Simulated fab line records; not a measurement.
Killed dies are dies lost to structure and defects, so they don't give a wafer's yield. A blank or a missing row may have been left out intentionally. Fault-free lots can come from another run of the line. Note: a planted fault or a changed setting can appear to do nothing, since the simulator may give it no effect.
fab line records | flow n5_finfet | part 1 of 2: steps 1 to 23 of 32
[record] lots = 5 wafers = 15 last_day = 18
route steps=1938 shown BEOL_M10@1475
lots that met no fault: taken from a fault-free run of the same line
start_h: hours from the record's opening day to when the first of the lot's shown wafers began | wait_h: hours elapsed since this lot's preceding step | " same as the row above | L1.1+2: several wafers, shown together as one row | - no value, or no start given | * or withheld: withheld | < > ~ a bound
route shown NAME@n: a module of which the file shows steps, and the number in the route of the first | usual: mean/standard deviation of fault-free wafers | same: alike in all rows | chamber/n: place in a boat | sites: the reading at each site | _std_site: standard deviation of those values | _edge_site: mean of outer sites minus mean of inner sites | radius_mm: how far each site lies from the wafer's centre | mask NAME#n: copy n | behind: tool/chamber where the wafer was last shaped | hold: cause of the lot's hold/its duration in hours/its outcome | device: which transistor (n, p or np) failed to switch | end of line: at the end of the route, the tests of the same wafers | for a step that has no rows: nothing shown but its recipe | killed: count of dies lost to structure and defects at first sort (not the wafer's yield) | map: the dies of a wafer, with x for killed, . for not killed, _ for no die there
set.NAME: the setting as run; set.NAME@STEP: as run at that earlier step | model.NAME: the simulator's own value behind a step, which no gauge read
a table for each step, a row for each wafer; lots at some steps of the route
services: a tool's chamber out of use, with start hour (start_h, from the record's first day; less than 0 if before it), hours out, and reason
[[steps]]
[step N5_BEOL_M10_COAT_59]
[recipe] resist = SOC temp_c = 250 time_s = 60 spin_rpm = 1500 resist_thk_nm = 100
[usual] heater_power_total_W = 500.4/1.8
// columns lot.wafer tool chamber start_h wait_h heater_power_total_W
L080.2 litho_track-01 0 260.89 0.1 497.3
L080.4 " 0 " " 500.4
L080.6 " 0 " " 500.6
L082.2 litho_track-03 0 287.10 0.1 500.7
L082.3 " 0 " " 501.0
L082.6 " 0 " " 502.9
L090.4 litho_track-01 0 334.92 0.0 501.6
L090.5 " 0 " " 502.3
L090.6 " 0 " " 500.5
L094.2 litho_track-01 0 351.28 0.1 500.7
L094.3 " 0 " " 501.0
L094.5 " 0 " " 502.7
L097.2 litho_track-04 0 367.35 0.1 499.7
L097.3 " 0 " " 501.9
L097.5 " 0 " " 500.8
[step N5_BEOL_M10_COAT_60]
[recipe] resist = SiARC temp_c = 220 time_s = 60 spin_rpm = 1500 resist_thk_nm = 30
[usual] heater_power_total_W = 427.7/2.1
// columns lot.wafer tool chamber start_h wait_h heater_power_total_W
L080.2 litho_track-01 0 - - 428.7
L080.4 " 0 " " 430.7
L080.6 " 0 " " 429.8
L082.2 litho_track-03 0 - - 429.4
L082.3 " 0 " " 426.9
L082.6 " 0 " " 424.6
L090.4 litho_track-01 0 - - 426.0
L090.5 " 0 " " 428.9
L090.6 " 0 " " 430.3
L094.2 litho_track-01 0 - - 429.2
L094.3 " 0 " " 430.6
L094.5 " 0 " " 424.1
L097.2 litho_track-04 0 - - 424.9
L097.3 " 0 " " 430.5
L097.5 " 0 " " 427.0
[step N5_BEOL_M10_COAT_05]
[recipe] resist = CAR-ArF spin_rpm = 1500 resist_thk_nm = 90
// columns lot.wafer tool chamber start_h wait_h
L080.2+4+6 litho_track-01 0 - -
L082.2+3+6 litho_track-03 0 - -
L090.4+5+6 litho_track-01 0 - -
L094.2+3+5 litho_track-01 0 - -
L097.2+3+5 litho_track-04 0 - -
[step N5_BEOL_M10_EBR_07]
[recipe] solvent = PGMEA ebr_width_mm = 1.5
// columns lot.wafer tool chamber start_h wait_h
L080.2+4+6 litho_track-01 0 - -
L082.2+3+6 litho_track-03 0 - -
L090.4+5+6 litho_track-01 0 - -
L094.2+3+5 litho_track-01 0 - -
L097.2+3+5 litho_track-04 0 - -
[step N5_BEOL_M10_SOFTBAKE_06]
[recipe] temp_c = 110 time_s = 60 resist = CAR-ArF
[usual] heater_power_total_W = 175.5/1.6
// columns lot.wafer tool chamber start_h wait_h heater_power_total_W
L080.2 litho_track-01 0 - - 177.0
L080.4 " 0 " " 174.3
L080.6 " 0 " " 177.2
L082.2 litho_track-03 0 - - 177.5
L082.3 " 0 " " 177.6
L082.6 " 0 " " 177.5
L090.4 litho_track-01 0 - - 173.0
L090.5 " 0 " " 173.0
L090.6 " 0 " " 173.2
L094.2 litho_track-01 0 - - 175.6
L094.3 " 0 " " 177.4
L094.5 " 0 " " 177.6
L097.2 litho_track-04 0 - - 176.4
L097.3 " 0 " " 176.1
L097.5 " 0 " " 173.3
[step N5_BEOL_M10_EXPOSE_08]
[recipe] mask_id = M10 na = 1.35 source_shape = dipole sigma_inner = 0.411 sigma_outer = 0.611 polarization = te dose_mj = 53.75
// columns lot.wafer tool chamber start_h wait_h mask
L080.2+4+6 arfi_scanner-02 0 261.14 - M10#0
L082.2+3+6 arfi_scanner-01 0 287.35 - M10#0
L090.4+5+6 arfi_scanner-02 0 335.18 - M10#0
L094.2+3+5 arfi_scanner-03 0 351.53 - M10#0
L097.2+3+5 arfi_scanner-02 0 367.60 - M10#0
[step N5_BEOL_M10_PEB_09]
[recipe] peb_temp_c = withheld peb_time_s = 60 resist = CAR-ArF
// columns lot.wafer tool chamber start_h wait_h
L080.2+4+6 litho_track-03 0 261.19 0.0
L082.2+3+6 litho_track-01 0 287.40 0.1
L090.4+5+6 litho_track-04 0 335.22 0.0
L094.2+3+5 litho_track-01 0 351.58 0.0
L097.2+3+5 litho_track-04 0 367.65 0.0
[step N5_BEOL_M10_DEVELOP_10]
[recipe] develop_time_s = 30 developer = TMAH resist = CAR-ArF rinse_liquid = diw dry = air_spin dev_temp_c = 23
// columns lot.wafer tool chamber start_h wait_h
L080.2+4+6 litho_track-03 0 - -
L082.2+3+6 litho_track-01 0 - -
L090.4+5+6 litho_track-04 0 - -
L094.2+3+5 litho_track-01 0 - -
L097.2+3+5 litho_track-04 0 - -
[step N5_BEOL_M10_CD_MEAS_11]
[recipe] target_cd_nm = 64.1 landing_energy_ev = 500 detector = se_inlens polarity = opening
[usual] cd_nm = 64.2/0.47
// columns lot.wafer tool chamber start_h wait_h cd_nm
L080.2 cd_sem-01 0 261.26 - 64.3
L080.4 " 0 " " 63.8
L080.6 " 0 " " 64.1
L082.2 cd_sem-02 0 287.47 - 65.2
L082.3 " 0 " " 64.8
L082.6 " 0 " " 65.0
L090.4 cd_sem-02 0 335.29 - 63.4
L090.5 " 0 " " 64.5
L090.6 " 0 " " 64.2
L094.2 cd_sem-02 0 351.65 - 64.2
L094.3 " 0 " " 63.9
L094.5 " 0 " " 63.9
L097.2 cd_sem-03 0 367.72 - 64.4
L097.3 " 0 " " 64.4
L097.5 " 0 " " 64.3
[step N5_BEOL_M10_OVL_MEAS_12]
[recipe] points_per_wafer = 44
[usual] M10_OVL = -0.1/0.77
// columns lot.wafer tool chamber start_h wait_h M10_OVL[nm]
L080.2 overlay-02 0 261.29 0.0 -0.2
L080.4 " 0 " " 0.0
L080.6 " 0 " " -0.3
L082.2 overlay-01 0 287.50 0.0 0.3
L082.3 " 0 " " 0.6
L082.6 " 0 " " 0.2
L090.4 overlay-01 0 335.32 0.0 0.0
L090.5 " 0 " " 1.2
L090.6 " 0 " " -0.3
L094.2 overlay-01 0 351.68 0.0 -1.3
L094.3 " 0 " " 0.7
L094.5 " 0 " " 0.7
L097.2 overlay-01 0 367.75 0.0 -0.1
L097.3 " 0 " " 1.7
L097.5 " 0 " " 0.1
[step N5_BEOL_M10_INSPECT_13]
[recipe] mode = adi inspect_instrument = brightfield
[usual] raw_defect_count = 381/87
// columns lot.wafer tool chamber start_h wait_h raw_defect_count
L080.2 defect_inspect-02 - 261.31 0.0 474
L080.4 " - " " 344
L080.6 " - " " 326
L082.2 defect_inspect-02 - 287.53 0.0 341
L082.3 " - " " 262
L082.6 " - " " 428
L090.4 defect_inspect-02 - 335.34 0.0 274
L090.5 " - " " 349
L090.6 " - " " 248
L094.2 defect_inspect-02 - 351.70 0.0 609
L094.3 " - " " 435
L094.5 " - " " 612
L097.2 defect_inspect-02 - 367.77 0.0 482
L097.3 " - " " 352
L097.5 " - " " 364
[step N5_BEOL_M10_DESCUM_16]
[recipe] chemistry = O2 time_s = 7.9 source_power_w = 50 bias_power_w = 20 pressure_mtorr = 20 rf_frequency_hz = 2.712e+07 temp_c = 40 resist = CAR-ArF o2_flow_sccm = 225
[usual] drypump_motor_current_A = 5.8/0.31 oes_product_au = 0.78/0.07 rf_vpp_V = 242.8/1.5 showerhead_plenum_p_Torr = 2.07/0.078 throttle_valve_pct = 20.45/0.29
// columns lot.wafer tool chamber start_h wait_h drypump_motor_current_A oes_product_au rf_hours_counter_h rf_vpp_V showerhead_plenum_p_Torr throttle_valve_pct
L080.2 rie_diel-04 2 261.47 0.2 5.6 0.73 205 244.4 2.15 20.80
L080.4 " 3 " " 5.7 0.81 65 246.0 2.21 20.54
L080.6 " 0 " " 5.5 0.83 - 242.3 2.03 20.14
L082.2 rie_diel-04 0 287.69 0.2 5.5 0.81 106 241.2 2.03 20.15
L082.3 " 3 " " 5.7 0.80 73 245.3 2.21 20.56
L082.6 " 1 " " 6.2 0.82 - 243.5 2.20 20.36
L090.4 rie_diel-03 3 335.39 0.0 5.9 0.71 - 241.8 1.98 20.70
L090.5 " 2 " " 5.5 0.72 - 242.2 2.17 20.92
L090.6 " 1 " " 6.3 0.84 - 240.7 2.03 20.09
L094.2 rie_diel-03 1 351.76 0.1 6.3 0.84 76 243.5 2.03 20.08
L094.3 " 2 " " 5.4 0.72 208 245.1 2.17 20.95
L094.5 " 1 " " 6.3 0.84 - 241.1 2.03 20.08
L097.2 rie_diel-04 0 368.02 0.2 5.5 0.79 135 242.0 2.02 20.19
L097.3 " 3 " " 5.6 0.76 103 244.2 2.20 20.59
L097.5 " 0 " " 5.5 0.79 - 240.3 2.02 20.20
[step N5_BEOL_M10_ETCH_61]
[recipe] chemistry = CF4 target = SiARC target_depth_a = 390 mask_material = CAR-ArF time_s = 65 ion_energy_ev = 80 pressure_mtorr = 40 source_w = 545 bias_w = 36 Ar_flow_sccm = 100 cf4_flow_sccm = 100 ends = cleared
[usual] drypump_motor_current_A = 5.8/0.31 etch_rf_on_time_s = 64.8/1.1 oes_product_au = 0.67/0.057 rf_vpp_V = 183.9/1.3 showerhead_plenum_p_Torr = 2.12/0.079 throttle_valve_pct = 15.6/0.3
// columns lot.wafer tool chamber start_h wait_h drypump_motor_current_A etch_rf_on_time_s oes_product_au rf_hours_counter_h rf_vpp_V showerhead_plenum_p_Torr throttle_valve_pct
L080.2 rie_diel-04 2 261.51 0.0 5.6 65.5 0.62 205 186.5 2.21 16.1
L080.4 " 3 " " 5.6 66.5 0.68 65 185.0 2.26 15.7
L080.6 " 0 " " 5.5 63.7 0.71 - 182.0 2.08 15.3
L082.2 rie_diel-04 0 287.73 0.0 5.5 63.7 0.69 106 183.8 2.08 15.3
L082.3 " 3 " " 5.7 66.1 0.68 73 185.6 2.26 15.7
L082.6 " 1 " " 6.2 66.0 0.69 - 184.5 2.26 15.6
L090.4 rie_diel-03 3 335.43 0.0 5.9 65.2 0.61 - 182.5 2.04 15.9
L090.5 " 2 " " 5.5 65.3 0.61 - 185.2 2.21 16.0
L090.6 " 1 " " 6.3 64.3 0.72 - 181.5 2.09 15.3
L094.2 rie_diel-03 1 351.79 0.0 6.4 64.1 0.71 76 184.4 2.08 15.3
L094.3 " 2 " " 5.5 64.8 0.61 208 185.7 2.20 16.1
L094.5 " 1 " " 6.4 63.8 0.71 - 182.3 2.08 15.3
L097.2 rie_diel-04 0 368.05 0.0 5.5 63.7 0.67 136 181.3 2.07 15.4
L097.3 " 3 " " 5.6 65.7 0.65 103 184.3 2.25 15.8
L097.5 " 0 " " 5.5 63.4 0.68 - 182.9 2.07 15.4
[step N5_BEOL_M10_ETCH_62]
[recipe] chemistry = N2/H2 target = SOC target_depth_a = 1100 overetch_a = 220 mask_material = SiARC temp_c = 40 time_s = 165 ion_energy_ev = 200 pressure_mtorr = 30 source_w = 840 bias_w = 150 n2_flow_sccm = 200 h2_flow_sccm = 200
[usual] drypump_motor_current_A = 5.8/0.31 n2_flow_sccm = 200.0/0.63 oes_product_au = 0.67/0.055 rf_vpp_V = 523.1/2.8 showerhead_plenum_p_Torr = 2.52/0.097 throttle_valve_pct = 17.84/0.28
// columns lot.wafer tool chamber start_h wait_h drypump_motor_current_A n2_flow_sccm oes_product_au rf_hours_counter_h rf_vpp_V showerhead_plenum_p_Torr throttle_valve_pct
L080.2 rie_diel-04 2 261.56 0.0 5.6 201.3 0.62 205 525.7 2.62 18.20
L080.4 " 3 " " 5.6 200.7 0.68 65 528.8 2.68 17.83
L080.6 " 0 " " 5.5 200.0 0.69 - 522.7 2.46 17.50
L082.2 rie_diel-04 0 287.78 0.0 5.5 200.0 0.68 106 521.2 2.45 17.51
L082.3 " 3 " " 5.7 199.6 0.68 73 527.0 2.67 17.85
L082.6 " 1 " " 6.2 199.2 0.69 - 527.5 2.69 17.90
L090.4 rie_diel-03 3 335.53 0.1 5.9 200.1 0.60 - 520.2 2.41 18.23
L090.5 " 2 " " 5.5 201.4 0.61 - 525.7 2.63 18.20
L090.6 " 1 " " 6.4 200.5 0.71 - 522.2 2.48 17.52
L094.2 rie_diel-03 1 351.84 0.0 6.4 198.9 0.70 76 520.1 2.47 17.55
L094.3 " 2 " " 5.5 200.4 0.61 208 526.2 2.63 18.20
L094.5 " 1 " " 6.4 199.0 0.70 - 522.0 2.47 17.54
L097.2 rie_diel-04 0 368.10 0.0 5.5 200.0 0.66 136 521.8 2.44 17.59
L097.3 " 3 " " 5.7 200.5 0.65 103 527.5 2.66 17.91
L097.5 " 0 " " 5.5 200.3 0.67 - 521.4 2.44 17.57
[step N5_BEOL_M10_STRIP_68]
[recipe] chemistry = N2/H2 temp_c = 40 n2_flow_sccm = 200 h2_flow_sccm = 200 rf_frequency_hz = 6e+07
// columns lot.wafer tool chamber start_h wait_h
L080.2+4+6 rie_diel-04 2,3,0 261.69 0.1
L082.2+3+6 rie_diel-04 0,3,1 287.92 0.1
L090.4+5+6 rie_diel-03 3,2,1 335.60 0.0
L094.2+3+5 rie_diel-03 1,2,1 351.98 0.1
L097.2+3+5 rie_diel-04 0,3,0 368.24 0.1
[step N5_BEOL_M10_STRIP_67]
[recipe] chemistry = CF4 resist = SiARC power_w = 300 bias_power_w = 75 pressure_mtorr = 50 cf4_flow_sccm = 150 rf_frequency_hz = 6e+07
[usual] drypump_motor_current_A = 5.8/0.31 oes_product_au = 0.79/0.065 rf_vpp_V = 270.9/1.5 showerhead_plenum_p_Torr = 1.78/0.062 throttle_valve_pct = 13.6/0.31
// columns lot.wafer tool chamber start_h wait_h drypump_motor_current_A oes_product_au rf_hours_counter_h rf_vpp_V showerhead_plenum_p_Torr throttle_valve_pct
L080.2 rie_diel-04 2 261.70 0.0 5.6 0.73 205 271.6 1.85 14.1
L080.4 " 3 " " 5.6 0.81 65 273.1 1.89 13.6
L080.6 " 0 " " 5.5 0.82 - 270.6 1.74 13.3
L082.2 rie_diel-04 0 287.93 0.0 5.5 0.80 106 269.0 1.74 13.3
L082.3 " 3 " " 5.7 0.80 73 272.8 1.89 13.7
L082.6 " 1 " " 6.1 0.81 - 273.4 1.89 13.5
L090.4 rie_diel-03 3 335.62 0.0 5.9 0.72 - 269.2 1.72 13.9
L090.5 " 2 " " 5.5 0.72 - 272.1 1.85 14.0
L090.6 " 1 " " 6.3 0.84 - 270.5 1.75 13.3
L094.2 rie_diel-03 1 351.99 0.0 6.4 0.82 76 270.8 1.75 13.3
L094.3 " 2 " " 5.5 0.71 208 272.4 1.85 14.1
L094.5 " 1 " " 6.3 0.83 - 268.1 1.75 13.3
L097.2 rie_diel-04 0 368.25 0.0 5.5 0.78 136 270.5 1.73 13.4
L097.3 " 3 " " 5.7 0.77 103 271.8 1.88 13.7
L097.5 " 0 " " 5.5 0.78 - 269.5 1.73 13.4
[step N5_BEOL_M10_HM_OPEN_17]
[recipe] chemistry = Cl2/BCl3 target_depth_a = 200 overetch_a = 60 target = TiN mask_material = SOC ion_energy_ev = 150 pressure_mtorr = 10 icp_w = 1000 bias_w = 126 Cl2_flow_sccm = 53.25 bcl3_flow_sccm = 21.75 Ar_flow_sccm = 25
[usual] drypump_motor_current_A = 5.8/0.37 he_backside_leak_sccm = 3.4/0.31 oes_product_au = 0.67/0.09 throttle_valve_pct = 22.17/0.17
// columns lot.wafer tool chamber start_h wait_h drypump_motor_current_A he_backside_leak_sccm oes_product_au rf_hours_counter_h throttle_valve_pct
L080.2 rie_metal-01 0 261.75 0.0 6.1 3.5 0.74 13 22.04
L080.4 " 0 " " 6.1 3.5 0.73 - 22.00
L080.6 " 1 " " 6.2 3.7 0.53 - 22.10
L082.2 rie_metal-02 1 287.99 0.1 5.7 3.2 0.77 12 22.17
L082.3 " 0 " " 5.3 3.4 0.62 - 22.44
L082.6 " 0 " " 5.3 3.4 0.61 - 22.44
L090.4 rie_metal-02 0 335.68 0.1 5.3 3.6 0.60 - 22.46
L090.5 " 0 " " 5.3 3.5 0.60 - 22.46
L090.6 " 1 " " 5.7 3.3 0.76 - 22.17
L094.2 rie_metal-02 0 352.03 0.0 5.3 3.4 0.60 66 22.46
L094.3 " 0 " " 5.3 3.4 0.59 - 22.46
L094.5 " 1 " " 5.7 3.0 0.74 - 22.19
L097.2 rie_metal-02 0 368.29 0.0 5.3 3.5 0.60 68 22.45
L097.3 " 1 " " 5.7 3.1 0.74 - 22.17
L097.5 " 0 " " 5.3 3.4 0.59 - 22.46
[step N5_BEOL_M10_STRIP_19]
[recipe] chemistry = O2 power_w = 400 temp_c = 40 pressure_mtorr = 30 rf_frequency_hz = 6e+07 bias_power_w = 0 overash_fraction = 0.2 o2_flow_sccm = 225
[usual] drypump_motor_current_A = 5.8/0.34 oes_product_au = 0.78/0.073 rf_vpp_V = 3.6/0.65 showerhead_plenum_p_Torr = 2.08/0.074 throttle_valve_pct = 16.69/0.27
// columns lot.wafer tool chamber start_h wait_h drypump_motor_current_A oes_product_au rf_hours_counter_h rf_vpp_V showerhead_plenum_p_Torr throttle_valve_pct
L080.2 rie_diel-03 1 261.86 0.1 6.4 0.87 41 3.4 2.04 16.27
L080.4 " 2 " " 5.5 0.74 173 3.3 2.18 17.08
L080.6 " 3 " " 5.9 0.72 - 2.6 2.00 16.91
L082.2 rie_diel-04 3 288.10 0.1 5.6 0.80 73 3.9 2.21 16.74
L082.3 " 0 " " 5.5 0.82 106 4.0 2.03 16.39
L082.6 " 0 " " 5.5 0.81 - 3.8 2.03 16.40
L090.4 rie_diel-04 0 335.86 0.2 5.5 0.80 122 3.6 2.03 16.43
L090.5 " 3 " " 5.7 0.79 - 3.6 2.20 16.77
L090.6 " 2 " " 5.6 0.71 - 5.0 2.14 17.12
L094.2 rie_diel-04 0 352.14 0.1 5.5 0.78 128 3.2 2.02 16.45
L094.3 " 3 " " 5.7 0.78 96 3.5 2.20 16.80
L094.5 " 3 " " 5.7 0.77 - 3.9 2.20 16.81
L097.2 rie_diel-04 0 368.40 0.1 5.5 0.78 136 2.0 2.02 16.45
L097.3 " 3 " " 5.7 0.77 104 2.9 2.20 16.80
L097.5 " 3 " " 5.6 0.76 - 3.1 2.20 16.80
[step N5_BEOL_M10_CD_MEAS_18]
[recipe] pitch_nm = 140 target_cd_nm = 70
[usual] cd_nm = 70.1/0.5
// columns lot.wafer tool chamber start_h wait_h cd_nm
L080.2 cd_sem-01 - 261.93 0.1 70.5
L080.4 " - " " 70.1
L080.6 " - " " 70.4
L082.2 cd_sem-01 - 288.18 0.1 71.3
L082.3 " - " " 70.8
L082.6 " - " " 70.8
L090.4 cd_sem-03 - 335.93 0.1 69.2
L090.5 " - " " 70.6
L090.6 " - " " 70.3
L094.2 cd_sem-01 - 352.21 0.1 70.3
L094.3 " - " " 69.7
L094.5 " - " " 69.7
L097.2 cd_sem-02 - 368.47 0.1 69.8
L097.3 " - " " 69.9
L097.5 " - " " 70.3
[step N5_BEOL_M10_COAT_63]
[recipe] resist = SOC temp_c = 250 time_s = 60 spin_rpm = 1500 resist_thk_nm = 100
[usual] heater_power_total_W = 500.3/1.7
// columns lot.wafer tool chamber start_h wait_h heater_power_total_W
L080.2 litho_track-01 0 263.91 2.0 498.9
L080.4 " 0 " " 501.0
L080.6 " 0 " " 497.8
L082.2 litho_track-04 0 288.32 0.1 499.8
L082.3 " 0 " " 499.0
L082.6 " 0 " " 499.2
L090.4 litho_track-01 0 335.97 0.0 501.8
L090.5 " 0 " " 498.2
L090.6 " 0 " " 502.8
L094.2 litho_track-03 0 352.42 0.2 501.7
L094.3 " 0 " " 502.6
L094.5 " 0 " " 499.6
L097.2 litho_track-04 0 368.77 0.3 501.2
L097.3 " 0 " " 499.1
L097.5 " 0 " " 497.7
[step N5_BEOL_M10_COAT_64]
[recipe] resist = SiARC temp_c = 220 time_s = 60 spin_rpm = 1500 resist_thk_nm = 30
[usual] heater_power_total_W = 427.6/2.1
// columns lot.wafer tool chamber start_h wait_h heater_power_total_W
L080.2 litho_track-01 0 - - 426.0
L080.4 " 0 " " 429.0
L080.6 " 0 " " 425.8
L082.2 litho_track-04 0 - - 427.4
L082.3 " 0 " " 428.6
L082.6 " 0 " " 424.9
L090.4 litho_track-01 0 - - 430.9
L090.5 " 0 " " 426.7
L090.6 " 0 " " 425.1
L094.2 litho_track-03 0 - - 424.5
L094.3 " 0 " " 426.6
L094.5 " 0 " " 425.5
L097.2 litho_track-04 0 - - 430.0
L097.3 " 0 " " 430.7
L097.5 " 0 " " 430.8
[step N5_BEOL_M10_COAT_22]
[recipe] resist = CAR-ArF spin_rpm = 1500 resist_thk_nm = 90
// columns lot.wafer tool chamber start_h wait_h
L080.2+4+6 litho_track-01 0 - -
L082.2+3+6 litho_track-04 0 - -
L090.4+5+6 litho_track-01 0 - -
L094.2+3+5 litho_track-03 0 - -
L097.2+3+5 litho_track-04 0 - -
[step N5_BEOL_M10_EBR_24]
[recipe] solvent = PGMEA ebr_width_mm = 1.5
// columns lot.wafer tool chamber start_h wait_h
L080.2+4+6 litho_track-01 0 - -
L082.2+3+6 litho_track-04 0 - -
L090.4+5+6 litho_track-01 0 - -
L094.2+3+5 litho_track-03 0 - -
L097.2+3+5 litho_track-04 0 - -
